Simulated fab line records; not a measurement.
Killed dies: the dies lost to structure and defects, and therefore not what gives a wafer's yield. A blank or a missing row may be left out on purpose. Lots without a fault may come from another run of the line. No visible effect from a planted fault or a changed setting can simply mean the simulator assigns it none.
A lot that was struck, set against a sound lot    flow nand harc    15 steps out of a route of 1159
Sound: the wafers L197.2, L197.3, L197.5. Struck: wafers L199.3, L199.4. (L199.5 of the same lot was not struck and is left out.) The cause comes at the end.
Per side, at each step with rows, come the tool, then ch with its chambers, and then its first start. Under that, the readings that differ: sound wafers    struck wafers    difference of the means    sigmas: that difference in standard deviations of wafers without a fault.
alike: a reading whose means differ by less than 2 such deviations, as well as words and numbers matching on both sides. not compared: withheld readings; readings where some wafer has no value; bounds like >300 that might hide an equal value; numbers whose values overlap and for which the record gives no deviation.
The two part at a step that has a row with sigmas, a row that says differs or no value, or rows on one side only. Non-overlapping numbers with no deviation appear without sigmas and do not part them. Lack of a reading on every wafer of one side parts them only where that side has two or more wafers.

NHARC_P_CONTACT_OVL_MEAS_13:
  sound on overlay-02, day 6 15:47; struck on overlay-01, day 6 21:34
reading            sound          struck   difference  sigmas
overlay x nm (nm)  -0.1 -0.4 0.1  2.6 2.4  +2.6        +3
  alike: overlay y nm
NHARC_P_CONTACT_INSPECT_14:
  sound on defect inspect-02, day 6 15:49; struck on defect inspect-01, day 6 21:36
  alike: raw defect count
then, 2 steps without rows for these wafers: NHARC_P_CONTACT_DESCUM_17 (chemistry O2, time 3 s); NHARC_P_CONTACT_ETCH_35 (etches the open film in CF4, target depth 39 nm, time 65 s).
NHARC_P_CONTACT_ETCH_36: etches the open film in N2/H2, target depth 260 nm, time 406.25 s.
  sound: rie diel-02 ch 1,3; struck: rie diel-08 ch 2,3
  alike: drypump motor current A, oes product au, rf vpp V, showerhead plenum p Torr, throttle valve pct
  not compared: rf hours counter h
NHARC_P_CONTACT_ETCH_18: etches the open film in C4F8/O2/Ar, target depth 481 nm, time 240.5 s.
  sound: rie diel-02 ch 1,2,3; struck: rie diel-08 ch 1,3
  alike: oes product au, rf vpp V
  not compared: rf hours counter h
then, 1 step without rows for these wafers: NHARC_P_CONTACT_STRIP_37 (strips in C4F8/O2/Ar).
NHARC_P_CONTACT_ETCH_31: etches the open film in CH3F/O2, target depth 30 nm, time 85.7 s.
  sound: rie diel-02 ch 2,3; struck: rie diel-08 ch 0,3
  alike: drypump motor current A, oes product au, rf vpp V, showerhead plenum p Torr, throttle valve pct
  not compared: rf hours counter h
NHARC_P_CONTACT_CD_MEAS_19:
  sound on cd sem-02, day 6 16:55; struck on cd sem-03, day 6 22:43
reading     sound           struck     difference  sigmas
cd nm (nm)  88.9 87.8 87.7  91.9 91.2  +3.4        +2
NHARC_P_CONTACT_STRIP_28: strips in O2.
  sound on rie diel-10 ch 0,1,2, day 6 17:01; struck on rie diel-10 ch 1,3, day 6 22:48
  alike: drypump motor current A, oes product au, rf vpp V, showerhead plenum p Torr, throttle valve pct
  not compared: rf hours counter h
then, 2 steps without rows for these wafers: NHARC_P_CONTACT_STRIP_29 (strips in post etch residue remover, time 1200 s); NHARC_P_CONTACT_DEGAS_38 (time 60 s).
NHARC_P_CONTACT_PRE_CLEAN_39: time 19.5 s.
  sound on pvd sputter-03, day 6 17:41; struck on pvd sputter-01, day 6 23:30
reading     sound           struck         difference  sigmas
time s (s)  19.5 19.5 19.5  21.643 21.643  +2.143      
  alike: bias v
NHARC_P_CONTACT_PVD_32: deposits Ti, target thk 5 nm, time 17.7 s.
  sound on pvd sputter-03; struck on pvd sputter-01
  alike: cathode dc power W, throttle valve pct
following that, these wafers have no rows for 1 step: NHARC_END_SORT_01.

== WHERE THEY PART ==
Last at NHARC_P_CONTACT_CD_MEAS_19 as far as this record goes, first at NHARC_P_CONTACT_OVL_MEAS_13. Later steps at which nothing parts them and some readings are alike: NHARC_P_CONTACT_STRIP_28, NHARC_P_CONTACT_PRE_CLEAN_39, NHARC_P_CONTACT_PVD_32.

WHY: what the simulator had put in
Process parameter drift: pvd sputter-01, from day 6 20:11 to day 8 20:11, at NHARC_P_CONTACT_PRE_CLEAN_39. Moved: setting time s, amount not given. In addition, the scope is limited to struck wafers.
